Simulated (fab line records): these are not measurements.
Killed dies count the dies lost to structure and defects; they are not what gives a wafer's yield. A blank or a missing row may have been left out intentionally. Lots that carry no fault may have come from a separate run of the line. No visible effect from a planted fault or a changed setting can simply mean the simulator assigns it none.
What tool caused it? + flow n5-finfet + 72 wafers from 24 lots sampled at 4 of the route's 1938 steps

WHAT EACH GAUGE READ, for each wafer
N5_BEOL_M3_CD_MEAS_35: target cd 18 nm, target cd y 21 nm. Usual: cd-nm at 18.0 nm, with a standard deviation of 0.3.
| lot  | measured     | on        | cd-nm (nm)     | flag |
|------|--------------|-----------|----------------|------|
| L074 | day 7 03:01  | cd-sem-01 | 17.6 18.2 17.9 |      |
| L075 | day 7 15:41  | cd-sem-03 | 17.8 17.8 17.8 |      |
| L076 | day 7 18:12  | cd-sem-02 | 18.6 18.2 18.1 |      |
| L077 | day 7 18:20  | cd-sem-02 | 17.5 18.1 17.9 |      |
| L078 | day 8 08:08  | cd-sem-03 | 17.9 17.5 17.7 |      |
| L079 | day 8 11:06  | cd-sem-03 | 18.2 18.5 18.1 |      |
| L080 | day 8 17:13  | cd-sem-01 | 18.1 18.3 18.5 |      |
| L081 | day 9 05:37  | cd-sem-02 | 18.3 18.3 18.3 |      |
| L082 | day 9 12:48  | cd-sem-02 | 17.6 18.0 18.4 |      |
| L083 | day 9 13:16  | cd-sem-02 | 17.9 18.3 17.8 |      |
| L084 | day 10 02:48 | cd-sem-02 | 18.0 17.9 17.7 |      |
| L085 | day 10 05:25 | cd-sem-02 | 18.8 17.4 17.7 |      |
| L086 | day 10 11:49 | cd-sem-03 | 17.8 18.0 17.8 |      |
| L088 | day 10 19:44 | cd-sem-01 | 17.5 18.2 17.4 |      |
| L089 | day 10 23:05 | cd-sem-03 | 17.6 17.6 17.6 |      |
| L087 | day 10 23:27 | cd-sem-03 | 18.3 18.3 18.6 |      |
| L090 | day 11 02:20 | cd-sem-01 | 18.1 18.2 18.3 |      |
| L091 | day 11 05:39 | cd-sem-03 | 18.1 18.2 18.2 |      |
| L093 | day 11 17:06 | cd-sem-03 | 17.9 18.2 18.2 |      |
| L092 | day 11 21:35 | cd-sem-02 | 18.0 18.1 18.4 |      |
| L094 | day 12 15:34 | cd-sem-02 | 17.7 17.9 18.1 |      |
| L095 | day 12 21:35 | cd-sem-03 | 17.9 17.7 18.0 |      |
| L096 | day 13 00:05 | cd-sem-02 | 18.5 18.0 17.9 |      |
| L097 | day 13 05:20 | cd-sem-01 | 18.4 18.5 18.3 |      |

TOOL THAT RAN EACH LOT (tool first, then ch and the chambers of the sampled wafers, then the start)
| lot  | N5_BEOL_M3_ETCH_63                 | N5_BEOL_M3_STRIP_66                | N5_BEOL_M3_VIA_ETCH_34             |
|------|------------------------------------|------------------------------------|------------------------------------|
| L074 | rie-diel-01 ch 1,2, day 6 19:57    | rie-diel-01 ch 1,2, day 6 20:07    | rie-diel-03 ch 0,1,3, day 7 02:35  |
| L075 | rie-diel-03 ch 0,1,3, day 7 13:03  | rie-diel-03 ch 0,1,3, day 7 13:12  | rie-diel-01 ch 2,3, day 7 15:17    |
| L076 | rie-diel-02 ch 0,2,3, day 7 13:05  | rie-diel-02 ch 0,2,3, day 7 13:14  | rie-diel-02 ch 0,1,2, day 7 17:47  |
| L077 | rie-diel-01 ch 0,1,3, day 7 13:07  | rie-diel-01 ch 0,1,3, day 7 13:17  | rie-diel-01 ch 0,2,3, day 7 17:55  |
| L078 | rie-diel-02 ch 1,2, day 7 22:58    | rie-diel-02 ch 1,2, day 7 23:07    | rie-diel-02 ch 2,3, day 8 07:44    |
| L079 | rie-diel-02 ch 0,3, day 8 08:14    | rie-diel-02 ch 0,3, day 8 08:23    | rie-diel-03 ch 0,2,3, day 8 10:35  |
| L080 | rie-diel-03 ch 0,2, day 8 14:56    | rie-diel-03 ch 0,2, day 8 15:05    | rie-diel-02 ch 0,1,3, day 8 16:48  |
| L081 | rie-diel-02 ch 0,1,3, day 8 19:55  | rie-diel-02 ch 0,1,3, day 8 20:04  | rie-diel-01 ch 0,2,3, day 9 05:13  |
| L082 | rie-diel-03 ch 1,2,3, day 9 00:57  | rie-diel-03 ch 1,2,3, day 9 01:07  | rie-diel-03 ch 2,3, day 9 12:23    |
| L083 | rie-diel-01 ch 0,3, day 9 09:25    | rie-diel-01 ch 0,3, day 9 09:34    | rie-diel-03 ch 0,2, day 9 12:51    |
| L084 | rie-diel-01 ch 0,2,3, day 9 19:25  | rie-diel-01 ch 0,2,3, day 9 19:35  | rie-diel-02 ch 0,2,3, day 10 02:23 |
| L085 | rie-diel-01 ch 0,2,3, day 10 03:22 | rie-diel-01 ch 0,2,3, day 10 03:31 | rie-diel-03 ch 2,3, day 10 04:59   |
| L086 | rie-diel-01 ch 1,2,3, day 10 06:56 | rie-diel-01 ch 1,2,3, day 10 07:05 | rie-diel-03 ch 0,1, day 10 11:24   |
| L088 | rie-diel-01 ch 0,1,3, day 10 14:57 | rie-diel-01 ch 0,1,3, day 10 15:06 | rie-diel-03 ch 0,1, day 10 19:20   |
| L089 | rie-diel-01 ch 1,3, day 10 21:03   | rie-diel-01 ch 1,3, day 10 21:13   | rie-diel-03 ch 0,1,2, day 10 22:40 |
| L087 | rie-diel-01 ch 0,1,2, day 10 21:37 | rie-diel-01 ch 0,1,2, day 10 21:46 | rie-diel-03 ch 0,1,2, day 10 23:02 |
| L090 | rie-diel-03 ch 0,2,3, day 10 23:31 | rie-diel-03 ch 0,2,3, day 10 23:40 | rie-diel-02 ch 1,2, day 11 01:55   |
| L091 | rie-diel-02 ch 0,1,2, day 11 02:49 | rie-diel-02 ch 0,1,2, day 11 02:58 | rie-diel-01 ch 1,2,3, day 11 05:14 |
| L093 | rie-diel-02 ch 0,1,3, day 11 14:49 | rie-diel-02 ch 0,1,3, day 11 14:58 | rie-diel-02 ch 0,1, day 11 16:42   |
| L092 | rie-diel-01 ch 0,2,3, day 11 14:55 | rie-diel-01 ch 0,2,3, day 11 15:05 | rie-diel-02 ch 0,1, day 11 21:11   |
| L094 | rie-diel-01 ch 0,1,3, day 12 11:11 | rie-diel-01 ch 0,1,3, day 12 11:20 | rie-diel-01 ch 0,2,3, day 12 15:10 |
| L095 | rie-diel-03 ch 0,1, day 12 19:20   | rie-diel-03 ch 0,1, day 12 19:29   | rie-diel-03 ch 1,2,3, day 12 21:10 |
| L096 | rie-diel-02 ch 1,2,3, day 12 22:11 | rie-diel-02 ch 1,2,3, day 12 22:20 | rie-diel-02 ch 1,2, day 12 23:41   |
| L097 | rie-diel-01 ch 0,1,2, day 13 00:51 | rie-diel-01 ch 0,1,2, day 13 01:00 | rie-diel-02 ch 2,3, day 13 04:55   |
- N5_BEOL_M3_ETCH_63: etches SiARC in CF4, target depth 15.6 nm, time 26 s.
- N5_BEOL_M3_STRIP_66: strips in CF4.
- N5_BEOL_M3_VIA_ETCH_34: etches the open film in C4F6/O2, target depth 69.4 nm, time 65.9 s.

AS READ BY THE TOOLS THEMSELVES (means over the sampled wafers that have a number; for cases with no such wafer, the mark the record gives instead)
N5_BEOL_M3_ETCH_63. Usual: drypump-motor-current-A 5.6 A, standard deviation 0.49; etch-rf-on-time-s 25.8 s, standard deviation 0.38; oes-product-au 0.69 a.u., standard deviation 0.062; rf-vpp-V 184.4 V, standard deviation 1.1; showerhead-plenum-p-Torr 2.17 Torr, standard deviation 0.065; throttle-valve-pct 15.54 %, standard deviation 0.22.
| lot  | tool        | drypump-motor-current-A (A) | etch-rf-on-time-s (s) | oes-product-au (a.u.) | rf-vpp-V (V) | showerhead-plenum-p-Torr (Torr) | throttle-valve-pct (%) | flag |
|------|-------------|-----------------------------|-----------------------|-----------------------|--------------|---------------------------------|------------------------|------|
| L074 | rie-diel-01 | 5.2                         | 25.4                  | 0.72                  | 183.8        | 2.11                            | 15.38                  |      |
| L075 | rie-diel-03 | 6.0                         | 25.9                  | 0.74                  | 183.7        | 2.16                            | 15.37                  |      |
| L076 | rie-diel-02 | 5.4                         | 25.6                  | 0.66                  | 184.3        | 2.17                            | 15.57                  |      |
| L077 | rie-diel-01 | 5.7                         | 25.9                  | 0.72                  | 184.6        | 2.20                            | 15.56                  |      |
| L078 | rie-diel-02 | 5.6                         | 26.1                  | 0.63                  | 183.9        | 2.10                            | 15.92                  |      |
| L079 | rie-diel-02 | 5.7                         | 26.1                  | 0.63                  | 185.5        | 2.21                            | 15.45                  |      |
| L080 | rie-diel-03 | 6.2                         | 25.9                  | 0.77                  | 184.6        | 2.21                            | 15.27                  |      |
| L081 | rie-diel-02 | 5.6                         | 26.1                  | 0.61                  | 185.5        | 2.18                            | 15.74                  |      |
| L082 | rie-diel-03 | 6.3                         | 25.9                  | 0.72                  | 184.3        | 2.22                            | 15.51                  |      |
| L083 | rie-diel-01 | 5.6                         | 26.2                  | 0.74                  | 185.2        | 2.21                            | 15.56                  |      |
| L084 | rie-diel-01 | 5.4                         | 25.6                  | 0.72                  | 184.4        | 2.18                            | 15.51                  |      |
| L085 | rie-diel-01 | 5.4                         | 25.6                  | 0.72                  | 185.0        | 2.17                            | 15.51                  |      |
| L086 | rie-diel-01 | 5.4                         | 25.7                  | 0.70                  | 183.6        | 2.13                            | 15.48                  |      |
| L088 | rie-diel-01 | 5.7                         | 25.7                  | 0.70                  | 185.1        | 2.20                            | 15.59                  |      |
| L089 | rie-diel-01 | 5.6                         | 25.8                  | 0.68                  | 184.2        | 2.16                            | 15.57                  |      |
| L087 | rie-diel-01 | 5.4                         | 25.6                  | 0.69                  | 184.3        | 2.16                            | 15.55                  |      |
| L090 | rie-diel-03 | 6.0                         | 26.1                  | 0.75                  | 185.4        | 2.17                            | 15.33                  |      |
| L091 | rie-diel-02 | 5.6                         | 25.8                  | 0.72                  | 183.8        | 2.13                            | 15.51                  |      |
| L093 | rie-diel-02 | 5.6                         | 26.1                  | 0.68                  | 184.8        | 2.17                            | 15.60                  |      |
| L092 | rie-diel-01 | 5.4                         | 25.7                  | 0.71                  | 183.8        | 2.17                            | 15.54                  |      |
| L094 | rie-diel-01 | 5.7                         | 25.8                  | 0.69                  | 184.1        | 2.19                            | 15.62                  |      |
| L095 | rie-diel-03 | 6.3                         | 26.1                  | 0.65                  | 184.3        | 2.16                            | 15.54                  |      |
| L096 | rie-diel-02 | 5.3                         | 25.8                  | 0.77                  | 183.4        | 2.12                            | 15.57                  |      |
| L097 | rie-diel-01 | 5.5                         | 25.7                  | 0.67                  | 184.0        | 2.15                            | 15.57                  |      |

N5_BEOL_M3_STRIP_66. Usual: drypump-motor-current-A 5.6 A, standard deviation 0.49; oes-product-au 0.80 a.u., standard deviation 0.07; rf-vpp-V 271.6 V, standard deviation 1.4; showerhead-plenum-p-Torr 1.82 Torr, standard deviation 0.054; throttle-valve-pct 13.51 %, standard deviation 0.23.
| lot  | tool        | drypump-motor-current-A (A) | oes-product-au (a.u.) | rf-vpp-V (V) | showerhead-plenum-p-Torr (Torr) | throttle-valve-pct (%) | flag |
|------|-------------|-----------------------------|-----------------------|--------------|---------------------------------|------------------------|------|
| L074 | rie-diel-01 | 5.1                         | 0.81                  | 269.9        | 1.77                            | 13.36                  |      |
| L075 | rie-diel-03 | 6.0                         | 0.86                  | 271.4        | 1.81                            | 13.34                  |      |
| L076 | rie-diel-02 | 5.3                         | 0.75                  | 271.7        | 1.81                            | 13.56                  |      |
| L077 | rie-diel-01 | 5.7                         | 0.83                  | 271.3        | 1.85                            | 13.51                  |      |
| L078 | rie-diel-02 | 5.6                         | 0.72                  | 270.9        | 1.76                            | 13.90                  |      |
| L079 | rie-diel-02 | 5.7                         | 0.74                  | 272.8        | 1.85                            | 13.47                  |      |
| L080 | rie-diel-03 | 6.1                         | 0.88                  | 272.5        | 1.85                            | 13.24                  |      |
| L081 | rie-diel-02 | 5.6                         | 0.71                  | 271.9        | 1.82                            | 13.75                  |      |
| L082 | rie-diel-03 | 6.2                         | 0.82                  | 271.8        | 1.86                            | 13.49                  |      |
| L083 | rie-diel-01 | 5.6                         | 0.85                  | 273.0        | 1.85                            | 13.50                  |      |
| L084 | rie-diel-01 | 5.4                         | 0.83                  | 272.1        | 1.82                            | 13.46                  |      |
| L085 | rie-diel-01 | 5.4                         | 0.83                  | 272.4        | 1.82                            | 13.48                  |      |
| L086 | rie-diel-01 | 5.4                         | 0.81                  | 271.1        | 1.79                            | 13.45                  |      |
| L088 | rie-diel-01 | 5.7                         | 0.81                  | 271.9        | 1.84                            | 13.55                  |      |
| L089 | rie-diel-01 | 5.6                         | 0.78                  | 271.5        | 1.81                            | 13.54                  |      |
| L087 | rie-diel-01 | 5.4                         | 0.79                  | 270.7        | 1.81                            | 13.50                  |      |
| L090 | rie-diel-03 | 6.0                         | 0.87                  | 272.2        | 1.82                            | 13.27                  |      |
| L091 | rie-diel-02 | 5.7                         | 0.83                  | 270.9        | 1.79                            | 13.46                  |      |
| L093 | rie-diel-02 | 5.6                         | 0.78                  | 272.3        | 1.82                            | 13.59                  |      |
| L092 | rie-diel-01 | 5.4                         | 0.81                  | 271.1        | 1.82                            | 13.48                  |      |
| L094 | rie-diel-01 | 5.7                         | 0.79                  | 272.2        | 1.84                            | 13.58                  |      |
| L095 | rie-diel-03 | 6.3                         | 0.76                  | 271.4        | 1.81                            | 13.54                  |      |
| L096 | rie-diel-02 | 5.3                         | 0.88                  | 270.6        | 1.78                            | 13.51                  |      |
| L097 | rie-diel-01 | 5.5                         | 0.77                  | 271.1        | 1.81                            | 13.55                  |      |

N5_BEOL_M3_VIA_ETCH_34. Usual: drypump-motor-current-A 5.8 A, standard deviation 0.53; oes-product-au 0.82 a.u., standard deviation 0.085; rf-vpp-V 667 V, standard deviation 4.5; showerhead-plenum-p-Torr 2.88 Torr, standard deviation 0.082; throttle-valve-pct 30.64 %, standard deviation 0.26.
| lot  | tool        | drypump-motor-current-A (A) | oes-product-au (a.u.) | rf-vpp-V (V) | showerhead-plenum-p-Torr (Torr) | throttle-valve-pct (%) | flag |
|------|-------------|-----------------------------|-----------------------|--------------|---------------------------------|------------------------|------|
| L074 | rie-diel-03 | 6.0                         | 0.88                  | 669          | 2.88                            | 30.50                  |      |
| L075 | rie-diel-01 | 5.1                         | 0.87                  | 670          | 2.81                            | 30.51                  |      |
| L076 | rie-diel-02 | 5.7                         | 0.75                  | 663          | 2.84                            | 30.77                  |      |
| L077 | rie-diel-01 | 5.4                         | 0.87                  | 670          | 2.89                            | 30.70                  |      |
| L078 | rie-diel-02 | 4.9                         | 0.73                  | 667          | 2.86                            | 30.80                  |      |
| L079 | rie-diel-03 | 5.9                         | 0.91                  | 667          | 2.90                            | 30.45                  |      |
| L080 | rie-diel-02 | 5.6                         | 0.72                  | 667          | 2.89                            | 30.73                  |      |
| L081 | rie-diel-01 | 5.4                         | 0.85                  | 671          | 2.89                            | 30.71                  |      |
| L082 | rie-diel-03 | 6.0                         | 0.88                  | 666          | 2.93                            | 30.57                  |      |
| L083 | rie-diel-03 | 6.1                         | 0.88                  | 664          | 2.93                            | 30.44                  |      |
| L084 | rie-diel-02 | 5.3                         | 0.75                  | 665          | 2.87                            | 30.64                  |      |
| L085 | rie-diel-03 | 6.0                         | 0.88                  | 665          | 2.93                            | 30.59                  |      |
| L086 | rie-diel-03 | 6.0                         | 0.84                  | 671          | 2.83                            | 30.39                  |      |
| L088 | rie-diel-03 | 6.0                         | 0.84                  | 671          | 2.83                            | 30.40                  |      |
| L089 | rie-diel-03 | 6.2                         | 0.82                  | 666          | 2.90                            | 30.49                  |      |
| L087 | rie-diel-03 | 6.2                         | 0.83                  | 667          | 2.90                            | 30.52                  |      |
| L090 | rie-diel-02 | 5.6                         | 0.92                  | 663          | 2.79                            | 30.91                  |      |
| L091 | rie-diel-01 | 5.3                         | 0.81                  | 671          | 2.82                            | 30.64                  |      |
| L093 | rie-diel-02 | 6.0                         | 0.82                  | 665          | 2.89                            | 30.48                  |      |
| L092 | rie-diel-02 | 6.0                         | 0.81                  | 666          | 2.89                            | 30.48                  |      |
| L094 | rie-diel-01 | 5.4                         | 0.82                  | 669          | 2.88                            | 30.74                  |      |
| L095 | rie-diel-03 | 6.3                         | 0.79                  | 664          | 2.93                            | 30.64                  |      |
| L096 | rie-diel-02 | 5.6                         | 0.87                  | 664          | 2.78                            | 30.91                  |      |
| L097 | rie-diel-02 | 5.0                         | 0.89                  | 666          | 2.85                            | 30.73                  |      |

THE ANSWER, worked out from the rows above alone
Rule: a lot is off if the mean of its wafers that have a number lies more than 3 standard deviations from the usual mean. A lot without any number at a reading at which 4 lots or more have one is off too. The other lots that the step has rows for count as sound. After the gauges, taken in route order, come the tools' own readings; for these a lot's mean is taken, as printed above. At the first step where some lot is off, the reading lying furthest off is the one used; lots without a number count as furthest.
Nothing can be told from this: no lot is off at any reading shown.

WHAT HAD BEEN PUT IN BY THE SIMULATOR
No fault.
